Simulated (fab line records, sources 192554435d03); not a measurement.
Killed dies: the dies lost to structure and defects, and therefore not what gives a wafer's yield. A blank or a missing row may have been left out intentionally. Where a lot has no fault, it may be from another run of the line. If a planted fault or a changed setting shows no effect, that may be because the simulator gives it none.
Split-lot study / flow n5_finfet / route with 1938 steps; 7 lots, 21 wafers read

THE SPLIT
At N5_WELL_APT_COAT_02 (resist thk 950 nm), the setting spin_rpm was moved away from the recipe's 1357 rpm on 7 of the 21 wafers read, by -7.1% to +7.1%. This setting was run at the recipe's value on the other wafers.

The split's own step is where the reading is taken.

THE READING
coat_of_WELL_APT_COAT_02.thk_nm (the simulator's own value, which no gauge read), in nm, at N5_WELL_APT_COAT_02 (resist thk 950 nm). There is no usual value for it anywhere in the file. Here, 14 wafers ran the recipe; their average is 951.1 nm with a standard deviation of 2.3 nm.

wafer=L078.3; tool, chamber at the split=litho_track-02, 0; spin_rpm as run, rpm=1357; against the recipe=recipe; coat_of_WELL_APT_COAT_02.thk_nm, nm=949; against lot-mates on the recipe=-
wafer=L078.4; tool, chamber at the split=litho_track-02, 0; spin_rpm as run, rpm=1357; against the recipe=recipe; coat_of_WELL_APT_COAT_02.thk_nm, nm=950; against lot-mates on the recipe=-
wafer=L078.5; tool, chamber at the split=litho_track-02, 0; spin_rpm as run, rpm=1357; against the recipe=recipe; coat_of_WELL_APT_COAT_02.thk_nm, nm=953.5; against lot-mates on the recipe=-
wafer=L082.2; tool, chamber at the split=litho_track-02, 0; spin_rpm as run, rpm=1357; against the recipe=recipe; coat_of_WELL_APT_COAT_02.thk_nm, nm=948.5; against lot-mates on the recipe=-
wafer=L082.4; tool, chamber at the split=litho_track-02, 0; spin_rpm as run, rpm=1357; against the recipe=recipe; coat_of_WELL_APT_COAT_02.thk_nm, nm=948.8; against lot-mates on the recipe=-
wafer=L082.6; tool, chamber at the split=litho_track-02, 0; spin_rpm as run, rpm=1357; against the recipe=recipe; coat_of_WELL_APT_COAT_02.thk_nm, nm=949.8; against lot-mates on the recipe=-
wafer=L084.1; tool, chamber at the split=litho_track-01, 0; spin_rpm as run, rpm=1454; against the recipe=+7.1%; coat_of_WELL_APT_COAT_02.thk_nm, nm=921.2; against lot-mates on the recipe=-32.1
wafer=L084.2; tool, chamber at the split=litho_track-01, 0; spin_rpm as run, rpm=1454; against the recipe=+7.1%; coat_of_WELL_APT_COAT_02.thk_nm, nm=918.4; against lot-mates on the recipe=-34.9
wafer=L084.4; tool, chamber at the split=litho_track-01, 0; spin_rpm as run, rpm=1357; against the recipe=recipe; coat_of_WELL_APT_COAT_02.thk_nm, nm=953.3; against lot-mates on the recipe=-
wafer=L086.1; tool, chamber at the split=litho_track-02, 0; spin_rpm as run, rpm=1357; against the recipe=recipe; coat_of_WELL_APT_COAT_02.thk_nm, nm=952.7; against lot-mates on the recipe=-
wafer=L086.5; tool, chamber at the split=litho_track-02, 0; spin_rpm as run, rpm=1357; against the recipe=recipe; coat_of_WELL_APT_COAT_02.thk_nm, nm=952; against lot-mates on the recipe=-
wafer=L086.6; tool, chamber at the split=litho_track-02, 0; spin_rpm as run, rpm=1426; against the recipe=+5.1%; coat_of_WELL_APT_COAT_02.thk_nm, nm=929.8; against lot-mates on the recipe=-22.6
wafer=L089.1; tool, chamber at the split=litho_track-02, 0; spin_rpm as run, rpm=1357; against the recipe=recipe; coat_of_WELL_APT_COAT_02.thk_nm, nm=956.5; against lot-mates on the recipe=-
wafer=L089.3; tool, chamber at the split=litho_track-02, 0; spin_rpm as run, rpm=1260; against the recipe=-7.1%; coat_of_WELL_APT_COAT_02.thk_nm, nm=993.1; against lot-mates on the recipe=+36.6
wafer=L089.4; tool, chamber at the split=litho_track-02, 0; spin_rpm as run, rpm=1260; against the recipe=-7.1%; coat_of_WELL_APT_COAT_02.thk_nm, nm=991.1; against lot-mates on the recipe=+34.6
wafer=L090.4; tool, chamber at the split=litho_track-01, 0; spin_rpm as run, rpm=1268; against the recipe=-6.6%; coat_of_WELL_APT_COAT_02.thk_nm, nm=985.7; against lot-mates on the recipe=+33.7
wafer=L090.5; tool, chamber at the split=litho_track-01, 0; spin_rpm as run, rpm=1357; against the recipe=recipe; coat_of_WELL_APT_COAT_02.thk_nm, nm=952; against lot-mates on the recipe=-
wafer=L090.6; tool, chamber at the split=litho_track-01, 0; spin_rpm as run, rpm=1268; against the recipe=-6.6%; coat_of_WELL_APT_COAT_02.thk_nm, nm=983.8; against lot-mates on the recipe=+31.8
wafer=L093.1; tool, chamber at the split=litho_track-03, 0; spin_rpm as run, rpm=1357; against the recipe=recipe; coat_of_WELL_APT_COAT_02.thk_nm, nm=948.7; against lot-mates on the recipe=-
wafer=L093.4; tool, chamber at the split=litho_track-03, 0; spin_rpm as run, rpm=1357; against the recipe=recipe; coat_of_WELL_APT_COAT_02.thk_nm, nm=952.1; against lot-mates on the recipe=-
wafer=L093.6; tool, chamber at the split=litho_track-03, 0; spin_rpm as run, rpm=1357; against the recipe=recipe; coat_of_WELL_APT_COAT_02.thk_nm, nm=949.2; against lot-mates on the recipe=-

FIT RESULTS
A straight line over all 21 wafers: coat_of_WELL_APT_COAT_02.thk_nm changes by -4.97 nm for each +1% of spin_rpm; r = -0.99; the points scatter about the line by 2.9 nm.
The same after taking each lot's own level away (the mean of its wafers on the recipe; 21 wafers): -4.83 nm for each +1%; r = -1.00; scatter 1.3 nm.
That fit puts the effect of the largest move of spin_rpm on the reading at 35 nm.
Measured against the standard deviation above, the lots' own levels, which go from 949.03 to 956.50 nm, span 3.3 times it.
Consequently the slope shifts little with the lot-to-lot level, the two slopes agreeing.
Check: for one of the wafers moved furthest among these (+7.1%), held out of the fit, the line's prediction against its lot-mates is -34.8 nm. Against them it came out at -32.1 nm.

FILE'S OWN FIT
coat_of_WELL_APT_COAT_02.thk_nm changes by -4.81 nm for each +1% of spin_rpm, r = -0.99.
